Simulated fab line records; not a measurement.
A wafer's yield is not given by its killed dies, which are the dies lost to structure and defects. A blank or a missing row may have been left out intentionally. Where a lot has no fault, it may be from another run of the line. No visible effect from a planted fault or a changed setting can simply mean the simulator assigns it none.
fab line records	flow n5-finfet
record: lots: 3	wafers: 9	last-day: 16
route steps=1938 shown BEOL_M0_SAQP@652 BEOL_M4@1111 PASSIVATION@1936
lots that met no fault: from a run of the same line without faults
start-h: hours from the record's opening day to when the first of the lot's shown wafers began	wait-h: hours from the lot's prior step to this one	" repeats the value in the row above	L1.1+2: one row covering several wafers at once	- no value, or no start given	* or withheld: withheld	< > ~ a bound
route shown NAME@n: a module of which the file shows steps, and the number in the route of the first	usual: mean and standard deviation over wafers with no fault	same: alike in all rows	chamber/n: place in a boat	sites: the reading at each site	_std_site: how widely they spread, as a standard deviation	_edge_site: inner sites' mean taken away from outer sites' mean	radius-mm: how far each site lies from the wafer's centre	mask NAME#n: copy n	behind: the most recent tool/chamber to have shaped the wafer	hold: why the lot was held/for how many hours/how that ended	device: the n, p or np transistor that did not switch	end of line: the route-end tests of the same wafers	step lacking rows: just its recipe	killed: not the wafer's yield, but the dies lost to structure and defects at the first sort	map: shows each die of a wafer: x if killed, . if not, _ if none is there
set.NAME: the run value of the setting; set.NAME@STEP: its run value at that earlier step	model.NAME: the simulator's own value behind a step, which no gauge read
lots at some steps of the route; a table a step, a row a wafer
services: from which hour (start-h, from the record's first day; less than 0 if before it) a tool's chamber was out of use, for how many hours, and why
== steps ==
step: N5_BEOL_M0_SAQP_DESCUM_19
recipe: chemistry: O2	time-s: 7.9	source-power-w: 50	bias-power-w: 20	pressure-mtorr: 20	rf-frequency-hz: 2.712e+07	temp-c: 40	resist: CAR-ArF	o2-flow-sccm: 225
step: N5_BEOL_M0_SAQP_ETCH_83
recipe: chemistry: CF4	target: SiARC	target-depth-a: 390	mask-material: CAR-ArF	time-s: 65	ion-energy-ev: 80	pressure-mtorr: 40	source-w: 545	bias-w: 36	Ar_flow_sccm: 100	cf4-flow-sccm: 100	ends: cleared
step: N5_BEOL_M0_SAQP_ETCH_84
recipe: chemistry: N2/H2	target: SOC	target-depth-a: 1000	overetch-a: 200	mask-material: SiARC	temp-c: 40	time-s: 150	ion-energy-ev: 200	pressure-mtorr: 30	source-w: 840	bias-w: 150	n2-flow-sccm: 200	h2-flow-sccm: 200
step: N5_BEOL_M0_SAQP_STRIP_80
recipe: chemistry: N2/H2	temp-c: 40	n2-flow-sccm: 200	h2-flow-sccm: 200	rf-frequency-hz: 6e+07
step: N5_BEOL_M0_SAQP_HM_OPEN_112
recipe: chemistry: CHF3/O2	target: SiO2	stop-on: a-Si	target-depth-a: 120	over-etch-frac: 1.25	mask-material: SOC	time-s: 13.5	pressure-mtorr: 30	source-w: 650	bias-w: 170	Ar_flow_sccm: 200	CHF3_flow_sccm: 50	O2_flow_sccm: 5	ion-energy-ev: 200	ends: end-point
step: N5_BEOL_M0_SAQP_STRIP_113
recipe: chemistry: CHF3/O2	resist: SiARC	rf-frequency-hz: 6e+07
step: N5_BEOL_M0_SAQP_MANDREL_ETCH_20
recipe: target-depth-a: 600	chemistry: HBr/Cl2	target: a-Si	stop-on: SiNx	bt-time-s: 10	mask-material: SOC	over-etch-frac: 0.5	time-s: 30	pressure-mtorr: 10	icp-w: 800	bias-w: 75	HBr_flow_sccm: 150	Cl2_flow_sccm: 80	ends: end-point
step: N5_BEOL_M0_SAQP_STRIP_86
recipe: chemistry: N2/H2	power-w: 500	temp-c: 40	pressure-mtorr: 50	rf-frequency-hz: 6e+07	overash-fraction: 0.3	bias-power-w: 28	h2-frac: 0.5	n2-flow-sccm: 300	h2-flow-sccm: 300
step: N5_BEOL_M0_SAQP_STRIP_115
recipe: chemistry: post-etch-residue-remover	time-s: 60	temp-c: 25	remover-ph: withheld	remover-water-wt-pct: withheld	remover-fluoride-wt-pct: withheld
step: N5_BEOL_M0_SAQP_SRD_93
recipe: dry: ipa-marangoni	time-s: 30	temp-c: 23	rinse-liquid: diw
step: N5_BEOL_M0_SAQP_RECESS_114
recipe: chemistry: HF/NH3	target: SiO2	target-depth-a: 144	afs-cycles: 3	temp-c: 30	sublimation-temp-c: 180	sublimation-time-s: 60
step: N5_BEOL_M0_SAQP_SPACER1_ALD_98
recipe: material: SiO2	target-thk-a: 128	temp-c: 300	ald-precursor-family: BDEAS	ald-co-reactant: O2-plasma	pulse-time-s: 1	purge-time-s: 2	co-reactant-purge-time-s: 2	ald-cycles: 138	pressure-torr: 2
step: N5_BEOL_M0_SAQP_SPACER1_ETCHBACK_99
recipe: chemistry: CHF3/O2	mode: anisotropic-etchback	target: SiO2	target-depth-a: 154	time-s: 7.7	pressure-mtorr: 30	source-w: 650	bias-w: 170	Ar_flow_sccm: 200	CHF3_flow_sccm: 50	O2_flow_sccm: 5	ion-energy-ev: 200
usual: drypump-motor-current-A: 5.9/0.56	oes-product-au: 0.80/0.082	rf-vpp-V: 523/16	showerhead-plenum-p-Torr: 2.41/0.083	throttle-valve-pct: 18.79/0.26
lot.wafer	tool	chamber	start-h	wait-h	drypump-motor-current-A	oes-product-au	rf-hours-counter-h	rf-vpp-V	showerhead-plenum-p-Torr	throttle-valve-pct
L625.1	rie-diel-04	0	121.99	0.3	6.1	0.73	161	562	2.50	18.97
L625.2	"	2	"	"	5.7	0.73	148	530	2.31	18.64
L625.6	"	0	"	"	6.1	0.73	-	561	2.50	18.97
L636.2	rie-diel-04	2	193.25	0.3	5.7	0.73	172	528	2.30	18.68
L636.3	"	1	"	"	5.0	0.87	37	513	2.46	18.87
L636.4	"	3	"	"	6.7	0.60	136	524	2.31	18.53
L641.1	rie-diel-02	0	215.59	0.3	5.6	0.94	8	497	2.46	18.83
L641.3	"	3	"	"	6.0	0.70	189	535	2.39	19.21
L641.6	"	0	"	"	5.6	0.93	-	496	2.46	18.83
step: N5_BEOL_M0_SAQP_MANDREL1_REMOVE_100
recipe: chemistry: HBr/Cl2/O2	bt-time-s: 10	target: a-Si	stop-on: SiNx	endpoint: OES-SiCl	over-etch-frac: 0.85	icp-w: 600	bias-w: 30	HBr_flow_sccm: 150	Cl2_flow_sccm: 80	O2_flow_sccm: 5	pressure-mtorr: 10
usual: drypump-motor-current-A: 5.6/0.46	he-backside-leak-sccm: 2.8/0.39	oes-product-au: 1.003/0.018	throttle-valve-pct: 36.6/0.51
lot.wafer	tool	chamber	start-h	wait-h	drypump-motor-current-A	he-backside-leak-sccm	oes-product-au	rf-hours-counter-h	throttle-valve-pct
L625.1	rie-si-06	0	122.07	0.1	5.4	4.8	1.011	131	36.2
L625.2	"	1	"	"	5.4	2.8	0.962	117	37.2
L625.6	"	0	"	"	5.5	2.4	0.996	-	36.2
L636.2	rie-si-04	3	193.33	0.1	5.7	2.6	1.006	168	36.4
L636.3	"	1	"	"	6.0	2.6	1.030	60	35.7
L636.4	"	1	"	"	6.0	2.5	0.570	-	35.7
L641.1	rie-si-06	1	215.67	0.1	5.5	2.7	0.969	119	37.2
L641.3	"	3	"	"	4.8	2.6	1.027	74	37.1
L641.6	"	1	"	"	5.5	2.9	0.974	-	37.2
step: N5_BEOL_M0_SAQP_ETCH_101
recipe: chemistry: CH3F/O2	target: SiNx	mask-material: SiO2	target-depth-a: 299	time-s: 42.7	pressure-mtorr: 30	source-w: 395	bias-w: 73	Ar_flow_sccm: 150	CH3F_flow_sccm: 30	O2_flow_sccm: 20	ion-energy-ev: 120
usual: drypump-motor-current-A: 5.9/0.58	oes-product-au: 0.80/0.081	rf-vpp-V: 296/8.5	showerhead-plenum-p-Torr: 1.99/0.067	throttle-valve-pct: 16.23/0.24
lot.wafer	tool	chamber	start-h	wait-h	drypump-motor-current-A	oes-product-au	rf-hours-counter-h	rf-vpp-V	showerhead-plenum-p-Torr	throttle-valve-pct
L625.1	rie-diel-01	3	122.22	0.0	6.3	0.74	162	293	1.99	16.07
L625.2	"	0	"	"	5.1	0.92	18	301	1.95	15.89
L625.6	"	2	"	"	6.8	0.79	-	300	1.92	15.92
L636.2	rie-diel-01	2	193.48	0.0	6.8	0.78	130	300	1.92	15.94
L636.3	"	1	"	"	6.3	0.86	47	284	2.05	16.50
L636.4	"	0	"	"	5.1	0.49	41	300	1.94	15.88
L641.1	rie-diel-04	1	215.83	0.0	5.0	0.86	44	291	2.04	16.30
L641.3	"	3	"	"	6.6	0.78	142	299	1.91	16.09
L641.6	"	3	"	"	6.6	0.80	-	298	1.91	16.09
step: N5_BEOL_M0_SAQP_ETCH_102
recipe: chemistry: CF4	target: SiO2	target-depth-a: 40	ion-energy-ev: 350	time-s: 4.4	pressure-mtorr: 10	icp-w: 800	bias-w: 400	cf4-flow-sccm: 80
step: N5_BEOL_M0_SAQP_MANDREL_ETCH_103
recipe: chemistry: HBr/Cl2	target: a-Si	target-depth-a: 450	bt-time-s: 10	stop-on: SiCN	mask-material: SiO2	over-etch-frac: 0.8	time-s: 27	pressure-mtorr: 10	icp-w: 800	bias-w: 75	HBr_flow_sccm: 150	Cl2_flow_sccm: 80	ends: end-point
usual: drypump-motor-current-A: 5.5/0.41	he-backside-leak-sccm: 2.73/0.24	oes-product-au: 0.684/0.012	throttle-valve-pct: 35.3/0.46
lot.wafer	tool	chamber	start-h	wait-h	drypump-motor-current-A	he-backside-leak-sccm	oes-product-au	rf-hours-counter-h	throttle-valve-pct
L625.1	rie-si-02	2	122.36	0.0	5.3	2.91	0.687	134	35.2
L625.2	"	1	"	"	5.5	2.76	0.687	38	35.4
L625.6	"	0	"	"	5.3	2.64	0.691	-	34.5
L636.2	rie-si-06	2	193.62	0.0	4.9	2.70	0.682	3	35.2
L636.3	"	1	"	"	5.5	2.80	0.669	118	35.9
L636.4	"	3	"	"	4.8	2.42	0.411	73	36.4
L641.1	rie-si-02	2	215.96	0.0	5.3	2.98	0.684	136	35.2
L641.3	"	0	"	"	5.3	2.64	0.681	2	34.5
L641.6	"	1	"	"	5.4	2.72	0.674	-	35.5
step: N5_BEOL_M0_SAQP_RECESS_104
recipe: chemistry: HF/NH3	target: SiO2	target-depth-a: 180	afs-cycles: 3	temp-c: 30	sublimation-temp-c: 180	sublimation-time-s: 60
step: N5_BEOL_M0_SAQP_COAT_105
recipe: resist: SOC	temp-c: 250	time-s: 60	spin-rpm: 1500	resist-thk-nm: 100
step: N5_BEOL_M0_SAQP_ETCH_106
recipe: chemistry: N2/H2	target: SOC	target-depth-a: 1500	stop-on: SiNx	ion-energy-ev: 100	bias-w: 61	pressure-mtorr: 30	source-w: 850	n2-flow-sccm: 200	h2-flow-sccm: 200
step: N5_BEOL_M0_SAQP_ETCH_107
recipe: chemistry: CH3F/O2	target: SiNx	target-depth-a: 300	mask-material: SOC	pressure-mtorr: 30	source-w: 395	bias-w: 73	Ar_flow_sccm: 150	CH3F_flow_sccm: 30	O2_flow_sccm: 20	ion-energy-ev: 120
step: N5_BEOL_M0_SAQP_STRIP_108
recipe: chemistry: N2/H2	power-w: 500	temp-c: 40	pressure-mtorr: 50	rf-frequency-hz: 6e+07	overash-fraction: 0.3	bias-power-w: 28	h2-frac: 0.5	n2-flow-sccm: 300	h2-flow-sccm: 300
step: N5_BEOL_M0_SAQP_RECESS_109
recipe: chemistry: HF/NH3	target: SiO2	target-depth-a: 30	afs-cycles: 1	temp-c: 30	sublimation-temp-c: 180	sublimation-time-s: 60
step: N5_BEOL_M0_SAQP_SPACER2_ALD_26
recipe: material: SiO2	target-thk-a: 150	temp-c: 300	ald-precursor-family: BDEAS	ald-co-reactant: O2-plasma	pulse-time-s: 1	purge-time-s: 2	co-reactant-purge-time-s: 2	pressure-torr: 2
step: N5_BEOL_M0_SAQP_SPACER2_ETCHBACK_27
recipe: chemistry: CHF3/O2	mode: anisotropic-etchback	target: SiO2	target-depth-a: 225	time-s: 11.25	pressure-mtorr: 30	source-w: 650	bias-w: 170	Ar_flow_sccm: 200	CHF3_flow_sccm: 50	O2_flow_sccm: 5	ion-energy-ev: 200
step: N5_BEOL_M0_SAQP_MANDREL2_REMOVE_110
recipe: chemistry: HBr/Cl2/O2	bt-time-s: 10	target: a-Si	stop-on: SiCN	endpoint: OES-SiCl	over-etch-frac: 1	icp-w: 600	bias-w: 30	HBr_flow_sccm: 150	Cl2_flow_sccm: 80	O2_flow_sccm: 5	pressure-mtorr: 10
step: N5_BEOL_M0_SAQP_COAT_69
recipe: resist: SOC	temp-c: 250	time-s: 60	spin-rpm: 1500	resist-thk-nm: 90
step: N5_BEOL_M0_SAQP_COAT_72
recipe: resist: SiARC	temp-c: 220	time-s: 60	spin-rpm: 1500	resist-thk-nm: 15
step: N5_BEOL_M0_SAQP_COAT_87
recipe: resist: underlayer	temp-c: 205	time-s: 60	spin-rpm: 1500	resist-thk-nm: 5
step: N5_BEOL_M0_SAQP_COAT_34
recipe: resist: CAR-EUV	spin-rpm: 1500	resist-thk-nm: 30
step: N5_BEOL_M0_SAQP_EBR_36
recipe: solvent: PGMEA	ebr-width-mm: 1.5
step: N5_BEOL_M0_SAQP_SOFTBAKE_35
recipe: temp-c: 110	time-s: 60	resist: CAR-EUV
step: N5_BEOL_M0_SAQP_EXPOSE_37
recipe: mask-id: M0_CUT1	na: 0.33	source-shape: annular	sigma-inner: 0.35	sigma-outer: 0.8	polarization: unpolarized	target-cd-nm: 30	dose-mj: 44.75
step: N5_BEOL_M0_SAQP_PEB_38
recipe: peb-temp-c: 100	peb-time-s: 60	resist: CAR-EUV
step: N5_BEOL_M0_SAQP_DEVELOP_39
recipe: develop-time-s: 30	developer: TMAH	resist: CAR-EUV	rinse-liquid: surfactant-rinse	dry: air-spin	dev-temp-c: 23
step: N5_BEOL_M0_SAQP_DESCUM_45
recipe: chemistry: O2	time-s: 7	source-power-w: 50	bias-power-w: 20	pressure-mtorr: 20	rf-frequency-hz: 2.712e+07	temp-c: 40	resist: CAR-EUV	o2-flow-sccm: 225
step: N5_BEOL_M0_SAQP_ETCH_88
recipe: chemistry: N2/H2	target: underlayer	target-depth-a: 65	time-s: 5.2	ion-energy-ev: 200	mask-material: CAR-EUV	pressure-mtorr: 30	source-w: 840	bias-w: 150	n2-flow-sccm: 200	h2-flow-sccm: 200	ends: cleared
step: N5_BEOL_M4_RC_MEAS_101
usual: DIBL_N: 36.9/2.1	DIBL_P: 37.1/2.5	IOFF_N: 0.17/0.039	IOFF_P: 0.23/0.043	ION_N: 673/15	ION_P: 462/9.1	SS_N: 71.8/0.69	SS_P: 73.6/0.74	VT_N: 250/3.6	VT_P: -249.7/2.9
lot.wafer	tool	chamber	start-h	wait-h	DIBL_N[mV/V]	DIBL_P[mV/V]	IOFF_N[nA/um]	IOFF_P[nA/um]	ION_N[uA/um]	ION_P[uA/um]	SS_N[mV/dec]	SS_P[mV/dec]	VT_N[mV]	VT_P[mV]
L625.1	prober-02	0	180.91	0.0	36.0	36.5	0.17	0.22	672	467	72.1	72.5	250	-250.1
L625.2	"	0	"	"	34.6	35.6	0.14	0.20	663	459	71.0	72.8	253	-251.5
L625.6	"	0	"	"	36.7	38.2	0.17	0.23	665	460	72.5	73.6	250	-249.4
L636.2	prober-01	0	251.01	0.2	37.1	36.0	0.14	0.19	666	459	71.9	73.2	257	-253.7
L636.3	"	0	"	"	38.0	38.7	0.16	0.25	665	465	72.0	74.2	252	-249.0
L641.1	prober-01	0	279.40	0.0	34.8	34.5	0.13	0.16	670	456	71.0	72.6	255	-254.5
L641.3	"	0	"	"	34.7	35.2	0.12	0.17	648	450	71.9	73.1	256	-254.4
L641.6	"	0	"	"	35.3	34.9	0.13	0.16	640	442	71.6	72.8	256	-255.4
step: N5_PASSIVATION_PROBE_49
usual: defect-limited-yield: 91.3/1.4	killed_at_M0_to_M3: 32/9.5	killed_at_M4_up: 14/5.2	killed-at-contacts: 13/5.7	killed-at-front-end: 41/12	killed-at-other: 3.5/2.6	killed-dies: 103/17	killed-on-rim: 14/4	killed-open: 68/14	killed-short: 32/7	sort_bin_5_function: 5.0/0.91	sort_bin_6_memory: 3.3/0.7	sort_bin_8_speed: 0.03/0.22	sort-n-pass: 1076/17	sort-yield-pct: 91.2/1.4
same: gross-dies: 1180	killed-at-back-side: 0	sort_bin_4_leakage[%]: 0
lot.wafer	tool	chamber	start-h	wait-h	defect-limited-yield[%]	killed_at_M0_to_M3	killed_at_M4_up	killed-at-contacts	killed-at-front-end	killed-at-other	killed-dies	killed-on-rim	killed-open	killed-short	sort_bin_5_function[%]	sort_bin_6_memory[%]	sort_bin_8_speed[%]	sort-n-pass	sort-yield-pct[%]
L636.4	prober-01	-	355.66	0.2	22.1	848	13	9	47	2	919	77	70	42	74.2	3.5	0	261	22.1
killed by level:class
L636.4 BEOL_M0_SAQP:area-etchback=805 FIN_SAQP:geometric-particle:open=12 BEOL_M1:geometric-particle:open=11 BEOL_M2:geometric-particle:open=10 FIN_SAQP:geometric-particle:short=8 BEOL_M3:geometric-particle:open=6 ILD0:geometric-particle:short=5 MOL_CONTACT_COAG:geometric-particle:open=5
map L636.4 (x killed, . not)
_________________x.x.xxxxxxxx________________
______________.xxx.xxx.xxxx.xxxx_____________
___________x..xxxxxxxxx..xxxxxx..xx__________
__________.x...xxxxxxxxxxxx.xxxx...._________
________.x....xx.xxxxxxxxxxxx...x....._______
_______.x..x...xxxxxxx.xx.xxxx..x.....x______
______x.x.xxxxx.xxxxxxxxx.x.x..x.xxx.xxx_____
_____....xxxxxxxxxxxxx.xxx..x.x.xxxxx.xxx____
____......xxxxxxxxxxxxxxxxxxxxxxxxxxx.xxxx___
___x....x...xxxxxxxxxxxxxxxxx.xxxxxxxxxxxxx__
___.x...x.x.xxx.xxx.xxxxxxxxxxxxxxxx.xxxxxx__
__...x....xx..xxxxxxxxxxxxxxxxxxxxxxxxxxxxxx_
__.x.........x..xx.xxxxxxxxxxxxxxxxxxxxxxxxx_
_.....x...x....xxxxxxxxxxxxxxxxxxxxxxxxxxxxxx
_.......xxxx...xxxxxxxxxxxxxxxxxxxxxxxxxxxxxx
_x.....xxxxx.xxxxxxxxxxxxxxxxxxxxxxxxxxxxxxxx
_xxx..xxxxxxxxxxxxxxxxxxxxxxxxxxxxxxxxxxxxxxx
_..x.xxxxxxxxxxxxxxxxxxxxxxxxxxxx.x.xxxxxxxxx
_..xx.xxxxxxxxxxxxxxxxxxxxxxxxxxx..x.xx.xxxxx
_....x.xxxxxxxxxxxxxxxxxxxxxxxxx.x.xxxxxxxxxx
_....x.xxxxxxxxxxxxxxxxxxxxxxxxxxx.xxxxxxxxxx
__....x..xxxxxxxxxxxxxxxxxxxxxxx.x.x.xxxxxxx_
__.....xxxxxxxxxxxxxxxxxxxxxxxxxxxxxxxxxxxxx_
___.....xxxxxxxxxxxxxxxxxxxxxxxxxxxxxxxxxxx__
___.....xxxxxxxxxxxxxxxxxxxxxxxxxxxxxxxxxxx__
____x.x..xxxxxxxxxxxxxxxxxxxxxxxxxxxxxxxxx___
_____....xxxxxxxxxxxxxxxxxxxxxxxxxxxxxxxx____
______...xxxxxxxxxxxxxxxxxxxxxxxxxxxxxxx_____
_______..x.xxxxxxxxxxxxxxxxxxxxxxxxxxxx______
________.x.x.xxxxxxxxx.x..xxx.xxxxxxxx_______
__________.xx.x.xxxxxxxxx.xxxx..xxxx_________
___________..x...xxxx..x....xx.....__________
______________.....xx.........x._____________
_________________.x.......x..________________
map L625.1 (x killed, . not)
_________________.x..x..x....________________
______________....x............._____________
___________..x..........xx.........__________
__________.......x..........xx.....x_________
________x.....x.x....................._______
_______............x...x.........x.....______
______...........xx..x.................._____
_____.....x..............x..x............____
____...............................x......___
___.....x.....x...x..x......x.........x....__
___...................................x....__
__.....x........................x.........x._
__.............xx...................x......._
_...x.x.......................x..x..x.....x..
_..x.......x..x........x......x.....x....x...
_...x................................x.......
_.....x....x.....x.....x..............xx....x
_...x...............x....xx.....x............
_...............x................xx.x........
_.........x.......x..........xx........x.....
_....x.........x......x....................x.
__........x.....x..x..x...x..x....x.x.....x._
__x........x.........xx.......x............x_
___...x..x............x....xx..x.......x...__
___x........x..............x.......x.......__
____.x.....x.............x..x............x___
_____......x.........x................x..____
______....................xxx..........._____
_______...x......x.................x...______
________.x.......x................x..._______
__________...............x.....x...._________
___________....x...................__________
______________.........xx......._____________
_________________..x..x.....x________________
== services ==
tool	chamber	start-h	hours	kind
rie-diel-02	2	102.90	-	clean
rie-diel-02	2	102.90	-	consumable-replace:focus-ring
rie-diel-02	2	102.90	-	consumable-replace:showerhead
rie-diel-02	2	102.90	25.0	scheduled-down
rie-diel-02	2	102.90	25.0	vent-cycle
rie-si-06	1	103.48	8.0	repair
rie-diel-04	2	114.20	1.9	repair
rie-si-02	3	124.63	12.3	repair
rie-diel-04	-	131.63	0.8	repair
rie-diel-04	0	132.51	11.9	repair
rie-si-02	-	145.78	2.8	pm
rie-si-06	1	146.47	8.6	repair
rie-diel-02	1	156.55	15.9	repair
rie-si-06	0	160.43	9.1	repair
rie-diel-01	3	165.35	3.0	repair
rie-diel-02	0	172.64	-	clean
rie-diel-02	0	172.64	-	consumable-replace:focus-ring
rie-diel-02	0	172.64	14.3	scheduled-down
rie-diel-02	0	172.64	14.3	vent-cycle
rie-si-04	0	189.98	8.7	repair
== key ==
first-sign: step: N5_BEOL_M0_SAQP_MANDREL1_REMOVE_100	reading: oes-product-au	direction: down	sigmas: 24	usual: 1.003	struck: 0.570
effect: step: N5_BEOL_M0_SAQP_ETCH_101	reading: oes-product-au	direction: down	sigmas: 3.9	usual: 0.80	struck: 0.49
effect: step: N5_BEOL_M0_SAQP_MANDREL_ETCH_103	reading: oes-product-au	direction: down	sigmas: 22	usual: 0.684	struck: 0.411
effect: step: N5_PASSIVATION_PROBE_49	reading: killed_at_M0_to_M3	direction: up	sigmas: 86	usual: 32	struck: 848
more-kills-born-at: N5_BEOL_M0_SAQP_SPACER1_ETCHBACK_99@rie-diel-04: 805
met-at N5_BEOL_M0_SAQP_SPACER1_ETCHBACK_99
struck-wafers L636.4
later-rows-left-out L636.4
onset-between 121.99 193.25
fault: kind: process-parameter-drift	tool: rie-diel-04	chamber: -	onset-h: 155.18	steps: N5_BEOL_M0_SAQP_SPACER1_ETCHBACK_99	channel: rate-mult	offset: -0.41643	shape: step	end-h: 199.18	scope: struck-wafers-only
later-rows-left-out: the simulator's readings of these wafers behind a module that went badly wrong aren't trusted and aren't shown, but for the sort
